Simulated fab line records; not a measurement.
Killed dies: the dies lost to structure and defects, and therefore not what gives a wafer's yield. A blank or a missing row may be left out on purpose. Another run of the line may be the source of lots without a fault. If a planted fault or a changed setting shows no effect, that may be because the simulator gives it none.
A lot that was struck, set against a sound lot | flow n5 finfet | 37 steps out of a route of 1938
Sound: these wafers, L436.1, L436.3, L436.6. Struck: wafer L442.3 (L442.5, L442.6, from the same lot, were not struck and are left out); the cause is given at the end.
Per side, at each step with rows, come the tool, then ch with its chambers, and then its first start. Under that, the readings that differ: sound wafers | struck wafers | difference of the means | sigmas: that difference in standard deviations of wafers without a fault.
alike: same words and numbers on both sides, and readings whose means sit less than 2 such deviations apart. not compared: any withheld reading, any reading some wafer has no value for, any bound like >300 that may hide the same value, and any number with overlapping values for which the record gives no deviation.
The two part at a step that has a row with sigmas, a row that says differs or no value, or rows on one side only. Non-overlapping numbers with no deviation appear without sigmas and do not part them. A reading that every wafer of one side lacks parts them only if that side has two wafers or more.

first, 9 steps without rows for these wafers: N5_MOL_CONTACT_COAG_PRECLEAN_127 (cleans in DIW, time 57.5 s); N5_MOL_CONTACT_COAG_SRD_128 (dry time 32 s); N5_MOL_CONTACT_COAG_CMP_52 (polishes, stops on SiO2, t overpolish 1.5 s, target thk 66.5 nm); N5_MOL_CONTACT_COAG_ANNEAL_112 (time 1800 s); N5_BEOL_M0_SAQP_PECVD_00 (deposits SiCN from 3MS/NH3, target thk 8 nm, time 14 s); N5_BEOL_M0_SAQP_ILD_DEP_01 (deposits SiOC from DEMS/O2, target thk 45.419 nm, time 8.7 s); N5_BEOL_M0_SAQP_HM_DEP_02 (deposits TiN, target thk 12 nm); N5_BEOL_M0_SAQP_PECVD_03 (deposits SiCN from 3MS/NH3, target thk 12 nm, time 21.1 s); N5_BEOL_M0_SAQP_PECVD_96 (deposits a-Si from SiH4/He, target thk 45 nm, time 45.2 s).
N5_BEOL_M0_SAQP_PECVD_97: deposits SiNx from SiH4/NH3/N2, target thk 23 nm, time 19.9 s.
  sound on pecvd-04 ch 0,1,2, day 5 21:04; struck on pecvd-04 ch 1, day 7 03:38
  reading                                         | sound        | struck | difference | sigmas
  model.SiNx_of_BEOL_M0_SAQP_PECVD_97.thk nm (nm) | 23 22.8 23.2 | 15     | -8         |
  alike: chamber pressure Torr, heater power w, showerhead plenum p Torr, throttle valve pct
then, 24 steps without rows for these wafers: N5_BEOL_M0_SAQP_PECVD_04 (deposits a-Si from SiH4/He, target thk 60 nm, time 60.2 s); N5_BEOL_M0_SAQP_HM_DEP_111 (deposits SiO2 from SiH4/N2O, target thk 12 nm, time 7.2 s); N5_BEOL_M0_SAQP_COAT_81 (time 60 s, resist thk 100 nm); N5_BEOL_M0_SAQP_COAT_82 (time 60 s, resist thk 30 nm); N5_BEOL_M0_SAQP_COAT_08 (resist thk 90 nm); N5_BEOL_M0_SAQP_EBR_10; N5_BEOL_M0_SAQP_SOFTBAKE_09 (time 60 s); N5_BEOL_M0_SAQP_EXPOSE_11 (exposes mask M0 CORE, target cd 42 nm); N5_BEOL_M0_SAQP_PEB_12 (peb time 60 s); N5_BEOL_M0_SAQP_DEVELOP_13 (develop time 30 s); N5_BEOL_M0_SAQP_DESCUM_19 (chemistry O2, time 7.9 s); N5_BEOL_M0_SAQP_ETCH_83 (etches SiARC in CF4, target depth 39 nm, time 65 s); N5_BEOL_M0_SAQP_ETCH_84 (etches SOC in N2/H2, target depth 100 nm, overetch 20 nm, time 150 s); N5_BEOL_M0_SAQP_STRIP_80 (strips in N2/H2); N5_BEOL_M0_SAQP_HM_OPEN_112 (chemistry CHF3/O2, target SiO2, stops on a-Si, target depth 12 nm, time 13.5 s); N5_BEOL_M0_SAQP_STRIP_113 (strips in CHF3/O2); N5_BEOL_M0_SAQP_MANDREL_ETCH_20 (etches a-Si in HBr/Cl2, stops on SiNx, target depth 60 nm, bt time 10 s, time 30 s); N5_BEOL_M0_SAQP_STRIP_86 (strips in N2/H2); N5_BEOL_M0_SAQP_STRIP_115 (strips in post etch residue remover, time 60 s); N5_BEOL_M0_SAQP_SRD_93 (time 30 s); N5_BEOL_M0_SAQP_RECESS_114 (chemistry HF/NH3, target SiO2, target depth 14.4 nm, afs cycles 3, sublimation time 60 s); N5_BEOL_M0_SAQP_SPACER1_ALD_98 (deposits SiO2, target thk 12.8 nm, pulse time 1 s, purge time 2 s); N5_BEOL_M0_SAQP_SPACER1_ETCHBACK_99 (etches SiO2 in CHF3/O2, target depth 15.4 nm, time 7.7 s); N5_BEOL_M0_SAQP_MANDREL1_REMOVE_100 (chemistry HBr/Cl2/O2, target a-Si, stops on SiNx, bt time 10 s).
N5_BEOL_M0_SAQP_ETCH_106: etches SOC in N2/H2, stops on SiNx, target depth 150 nm.
  sound on rie diel-03 ch 1,3, day 6 00:16; struck on rie diel-03 ch 0, day 7 06:39
  reading                                         | sound        | struck | difference | sigmas
  model.SiNx_of_BEOL_M0_SAQP_PECVD_97.thk nm (nm) | 15.2 15 15.6 | 7.2    | -8.1       |
  alike: drypump motor current A, oes product au, rf vpp V, showerhead plenum p Torr, throttle valve pct
  not compared: rf hours counter h
-- a jump in the record: the struck wafers' starts before and after are 6 days apart (it breaks off in module BEOL_M0_SAQP and resumes in module BEOL_M4, where the first step shown is number 1111 of the route) --
N5_BEOL_M4_RC_MEAS_101:
  sound on prober-01 ch 0, day 9 18:02; struck on prober-02 ch 0, day 13 01:53
  alike: DIBL_N, DIBL_P, IOFF_N, IOFF_P, ION_N, ION_P, SS_N, SS_P, VT_N, VT_P
-- here the record skips 4 days between the struck wafers' starts before and after, leaving off in module BEOL_M4 and picking up in module PASSIVATION (first step shown: number 1936 of the route) --
N5_PASSIVATION_PROBE_49:
  rows exist in the record for the struck wafers here (prober-01, day 17 04:38), but not for the sound ones

## WHERE THEY PART
N5_PASSIVATION_PROBE_49 only, going by this record.

WHY: whatever the simulator had introduced
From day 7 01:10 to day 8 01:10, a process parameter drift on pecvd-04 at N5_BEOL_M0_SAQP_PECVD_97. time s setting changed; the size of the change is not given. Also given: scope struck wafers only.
